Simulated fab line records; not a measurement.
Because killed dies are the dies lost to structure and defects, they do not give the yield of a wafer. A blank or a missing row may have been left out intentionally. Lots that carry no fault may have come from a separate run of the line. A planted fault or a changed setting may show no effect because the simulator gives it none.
Comparing a struck lot with a sound one	flow n5Finfet	41 steps out of a route of 1938
Sound: wafers L644.1, L644.3, L644.4. Struck: wafer L661.6 (L661.1, L661.5, from the same lot, were not struck and are left out); the cause is given at the end.
At each step with rows: each side's tool, then ch and its chambers, then its first start. Under that, the readings that differ: sound wafers	struck wafers	difference of the means	sigmas: that difference in standard deviations of wafers without a fault.
alike: a reading whose means differ by less than 2 such deviations, as well as words and numbers matching on both sides. not compared: withheld readings; readings where some wafer has no value; bounds like >300 that might hide an equal value; numbers whose values overlap and for which the record gives no deviation.
A row with sigmas, a row that says differs or no value, or rows on one side alone: a step with any of these is where the two part. When numbers do not overlap yet have no deviation, they are printed without sigmas and do not part them. Lack of a reading on every wafer of one side parts them only where that side has two or more wafers.

first, 12 steps without rows for these wafers: N5_HKMG_FIN_STRIP_33 (strips in N2/H2); N5_HKMG_FIN_STRIP_34 (strips in CF4); N5_HKMG_FIN_ETCH_35 (etches SOC in N2/H2, target depth 215.8 nm, time 243.4 s); N5_HKMG_FIN_STRIP_92 (strips SOC in N2/H2, time 20 s); N5_HKMG_FIN_WET_ETCH_18 (etches TiN in SC1, time 55 s, target depth 5.2 nm, rinse time 30 s); N5_HKMG_FIN_STRIP_19 (strips in N2/H2, time 360 s); N5_HKMG_FIN_ALD_91 (deposits TiN, target thk 1 nm, pulse time 1 s, purge time 3 s); N5_HKMG_FIN_COAT_85 (time 60 s, resist thk 300 nm); N5_HKMG_FIN_ETCH_86 (etches SOC in N2/H2, stops on TiN, target depth 393.2 nm); N5_HKMG_FIN_STRIP_89 (strips SOC in N2/H2, time 20 s); N5_HKMG_FIN_WET_ETCH_87 (etches TiN in SC1, time 154.2 s, target depth 4.7 nm, rinse time 30 s); N5_HKMG_FIN_STRIP_88 (strips in N2/H2, time 360 s).
N5_HKMG_FIN_NWFM_ALD_20: deposits TiAlC, target thk 2 nm, pulse time 3 s, purge time 2 s.
  sound on aldMetal-02 ch 0,1,2, day 5 09:56; struck on aldMetal-02 ch 0, day 9 20:24
reading	sound	struck	difference	sigmas
aldCycles	7 7 7	5	-2	
model.TiAlC_of_HKMG_FIN_NWFM_ALD_20.thkNm (nm)	2 2 2	1.4	-0.6	
  alike: heaterPowerW, precursorPulseHeightRel
then, 26 steps without rows for these wafers: N5_HKMG_FIN_ALD_71 (deposits TiN, target thk 1 nm, pulse time 1 s, purge time 3 s); N5_HKMG_FIN_COAT_66 (time 60 s, resist thk 300 nm); N5_HKMG_FIN_ETCH_67 (etches SOC in N2/H2, stops on TiN, target depth 388.9 nm); N5_HKMG_FIN_STRIP_90 (strips SOC in N2/H2, time 20 s); N5_HKMG_FIN_WET_ETCH_73 (etches the open film in SC1, time 42.3 s, target depth 1.3 nm, rinse time 30 s); N5_HKMG_FIN_ETCHBACK_68 (etches the open film in Cl2/Ar, stops on HfO2, target depth 0.5 nm); N5_HKMG_FIN_STRIP_69 (strips in N2/H2, time 360 s); N5_HKMG_FIN_ALD_21 (deposits TiN, target thk 1.5 nm, pulse time 1 s, purge time 3 s); N5_HKMG_FIN_ALD_72 (deposits W, target thk 2 nm, pulse time 1 s, purge time 2 s); N5_HKMG_FIN_W_FILL_22 (material W, target thk 60 nm, time 18.2 s); N5_HKMG_FIN_PRECLEAN_83 (cleans in DIW, time 57.5 s); N5_HKMG_FIN_SRD_84 (dry time 32 s); N5_HKMG_FIN_CMP_23 (polishes, stops on SiNx, t overpolish 10 s, target thk 46.326 nm); N5_HKMG_FIN_CMP_94 (polishes, stops on SiNx, t overpolish 4.7 s, target thk 43.299 nm); N5_GATE_CUT_ETCHBACK_00 (etches W in SF6/Cl2); N5_GATE_CUT_ETCH_56 (etches TiN in Cl2/Ar, target depth 21.6 nm); N5_GATE_CUT_ETCHBACK_30 (etches TiN in Cl2/Ar, target depth 3 nm); N5_GATE_CUT_VAPOR_ETCH_60 (etches HfO2 in BCl3/Cl2); N5_GATE_CUT_ETCH_58 (etches SiNx in CH3F/O2, target depth 17 nm, time 128.6 s); N5_GATE_CUT_STRIP_59 (strips in N2/H2, time 20 s); N5_GATE_CUT_PRECLEAN_31 (cleans in DIW, time 300 s); N5_GATE_CUT_SRD_32 (time 30 s); N5_GATE_CUT_SAC_CAP_01 (material SiNx, target thk 24 nm, pulse time 1 s, ald cycles 480); N5_GATE_CUT_PECVD_57 (deposits SiNx from SiH4/NH3/N2, target thk 21 nm); N5_GATE_CUT_CMP_02 (polishes, stops on SiO2, t overpolish 12.7 s, target thk 0 nm); N5_GATE_CUT_HM_DEP_46 (deposits SiO2 from TEOS/O2, target thk 130 nm, time 26.6 s).
-- the record jumps here: 4 days lie between the struck wafers' starts before and after (it left off in module GATE_CUT and takes up again in module BEOL_M4, whose first step shown is number 1111 of the route) --
N5_BEOL_M4_RC_MEAS_101:
  sound on prober-01 ch 0, day 9 17:58; struck on prober-02 ch 0, day 13 23:53
reading	sound	struck	difference	sigmas
IOFF_N (nA/um)	0.160 0.154 0.143	0.023	-0.129	-4
IOFF_N_85C (nA/um)	3.0 2.9 2.8	0.6	-2.3	-5
IOFF_N_LIN (nA/um)	0.072 0.070 0.067	0.011	-0.059	-5
IOFF_N_LONG (nA/um)	5.36e-05 5.38e-05 5.4e-05	2.61e-05	-2.77e-05	-10
IOFF_P (nA/um)	0.22 0.22 0.21	0.29	+0.07	+2
IOFF_P_LIN (nA/um)	0.104 0.106 0.103	0.145	+0.041	+4
IOFF_P_LONG (nA/um)	0.000115 0.000117 0.00012	0.000178	+0.000061	+7
ION_N (uA/um)	665 659 668	564	-100	-9
ION_P (uA/um)	461 460 463	483	+22	+3
VT_N (mV)	250.9 253.5 251.8	302.6	+50.5	+17
VT_N_LONG (mV)	275.6 275.4 274.2	320.1	+45.0	+24
VT_N_LVT (mV)	98 100 100	147	+48	+15
VT_P (mV)	-249.1 -250.7 -248.4	-239.2	+10.2	+4
VT_P_LONG (mV)	-273 -272 -271	-258	+14	+4
VT_P_LVT (mV)	-98.0 -98.7 -97.9	-85.3	+12.9	+5
  alike: DIBL_N, DIBL_P, SS_N, SS_P
-- record jumps: 5 days separate the struck wafers' starts on either side; left off in module BEOL_M4, taken up again in module PASSIVATION, whose first shown step is the route's number 1936 --
N5_PASSIVATION_PROBE_49:
  record: rows for the struck wafers here (prober-01, day 18 14:10), none for the sound ones

## WHERE THEY PART
First at N5_BEOL_M4_RC_MEAS_101; last, within this record, at N5_PASSIVATION_PROBE_49.

WHY: what had been put in by the simulator
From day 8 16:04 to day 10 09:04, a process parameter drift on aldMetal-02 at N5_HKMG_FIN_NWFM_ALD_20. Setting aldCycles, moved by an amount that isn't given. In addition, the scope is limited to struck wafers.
